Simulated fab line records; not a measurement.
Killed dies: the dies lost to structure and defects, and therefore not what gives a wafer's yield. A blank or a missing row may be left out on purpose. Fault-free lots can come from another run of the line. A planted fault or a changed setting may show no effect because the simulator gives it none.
Matching of chambers | flow nand-harc | NHARC_P_GATE_ALD_36 on ald-sin-01 has 4 sister chambers
The step deposits SiNx, target thk 20 nm, pulse time 60 s, ald cycles 223. 8 wafers are shown with their chamber, then 8 later ones without.

## WAFERS PAIRED WITH THEIR CHAMBERS
wafer  | chamber | heater-power-w (W) | precursor-pulse-height-rel
L079.4 | 1       | 710                | 1.008
L085.2 | 2       | 800                | 1.021
L085.3 | 0       | 829                | 1.012
L085.6 | 3       | 837                | 1.000
L089.4 | 3       | 808                | 1.008
L089.2 | 0       | 872                | 0.973
L089.5 | 2       | 770                | 0.988
L091.2 | 1       | 717                | 1.009

## WAFERS WHOSE CHAMBER IS MISSING
wafer  | heater-power-w (W) | precursor-pulse-height-rel
L091.3 | 800                | 0.989
L091.4 | 806                | 0.975
L094.2 | 797                | 0.993
L094.1 | 812                | 0.985
L094.3 | 859                | 0.989
L097.1 | 813                | 1.011
L097.3 | 759                | 0.985
L097.5 | 860                | 0.964

## EACH ONE'S CHAMBER
wafer  | from the rows above          | in truth
L091.3 | can't be placed: 2 or 3 or 0 | 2
L091.4 | can't be placed: 3 or 2 or 0 | 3
L094.2 | can't be placed: 2 or 3 or 0 | 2
L094.1 | can't be placed: 3 or 2 or 0 | 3
L094.3 | can't be placed: 0 or 3      | 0
L097.1 | can't be placed: 3 or 2 or 0 | 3
L097.3 | can't be placed: 2 or 1 or 3 | 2
L097.5 | can't be placed: 0 or 3      | 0
0 of 8 placed correctly. Not placeable from these rows: 8 (in 8, the candidates include the true chamber). Number placed wrongly: 0.
How it was worked out, from the rows above alone: a wafer's distance from a chamber is the root of the sum, over the readings, of the square of ((its reading less the chamber's mean) divided by the reading's scatter). The wafer belongs to the nearest chamber; if the next one is less than 2 further off, it can't be placed. For every chamber, the mean is computed from those of its wafers that are shown. How the scatter is found: for the shown wafers, subtract from each reading the mean of its chamber, square and add these, divide the total by (wafers less chambers), then take the root.
